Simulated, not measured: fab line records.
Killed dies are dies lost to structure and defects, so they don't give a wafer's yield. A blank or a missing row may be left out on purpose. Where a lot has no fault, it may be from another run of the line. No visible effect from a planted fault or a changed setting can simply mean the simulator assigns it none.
Matching of chambers + flow nand-harc + ald-hk-04 running NHARC_A_WL_FILL_ALD_10: 4 sister chambers
The step deposits SiO2, target thk 50 nm, pulse time 10 s, ald cycles 500. 14 wafers are shown with their chamber, then 7 later ones without.

EACH WAFER AND ITS CHAMBER
| wafer  | chamber | heater-power-w (W) | precursor-pulse-height-rel |
|--------|---------|--------------------|----------------------------|
| L079.2 | 2       | 488                | 1.005                      |
| L079.3 | 1       | 395                | 0.978                      |
| L079.5 | 0       | 446                | 0.977                      |
| L078.2 | 0       | 437                | 0.997                      |
| L078.3 | 2       | 499                | 1.006                      |
| L078.6 | 0       | 446                | 0.979                      |
| L084.1 | 2       | 511                | 1.016                      |
| L084.3 | 3       | 537                | 0.995                      |
| L084.4 | 1       | 393                | 1.030                      |
| L091.2 | 0       | 434                | 1.001                      |
| L091.5 | 1       | 402                | 0.991                      |
| L091.6 | 2       | 482                | 0.992                      |
| L092.3 | 0       | 435                | 1.035                      |
| L092.5 | 1       | 416                | 0.988                      |

SIGNATURES (averages over the wafers above)
| reading                    | chamber 0 | chamber 1 | chamber 2 | chamber 3 | scatter within a chamber |
|----------------------------|-----------|-----------|-----------|-----------|--------------------------|
| heater-power-w             | 439.60    | 401.50    | 495.00    | 537.00    | 9.78                     |
| precursor-pulse-height-rel | 0.99780   | 0.99675   | 1.00475   | 0.99500   | 0.0201                   |
Rule: distance of a wafer from a chamber = root of the sum over the readings of ((wafer's reading minus chamber's mean) / reading's scatter) squared. If the next closest chamber is less than 2 further off than the closest, the wafer can't be placed; otherwise it belongs to the closest. How the scatter is found: for the shown wafers, subtract from each reading the mean of its chamber, square and add these, divide the total by (wafers less chambers), then take the root.

WAFERS WITHOUT THEIR CHAMBER
| wafer  | heater-power-w (W) | precursor-pulse-height-rel |
|--------|--------------------|----------------------------|
| L092.6 | 428                | 1.022                      |
| L096.2 | 400                | 1.021                      |
| L096.4 | 561                | 0.992                      |
| L096.5 | 402                | 1.022                      |
| L095.2 | 409                | 0.996                      |
| L095.4 | 427                | 0.973                      |
| L095.5 | 441                | 1.002                      |

WHICH CHAMBER EACH ONE RAN IN
| wafer  | from the rows above     | in truth |
|--------|-------------------------|----------|
| L092.6 | can't be placed: 0 or 1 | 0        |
| L096.2 | 1                       | 1        |
| L096.4 | 3                       | 3        |
| L096.5 | 1                       | 1        |
| L095.2 | 1                       | 1        |
| L095.4 | can't be placed: 0 or 1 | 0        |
| L095.5 | 0                       | 0        |
Correctly placed: 5 of 7. Can't be placed from these rows: 2 (the true chamber is among the candidates in 2). Number placed wrongly: 0.
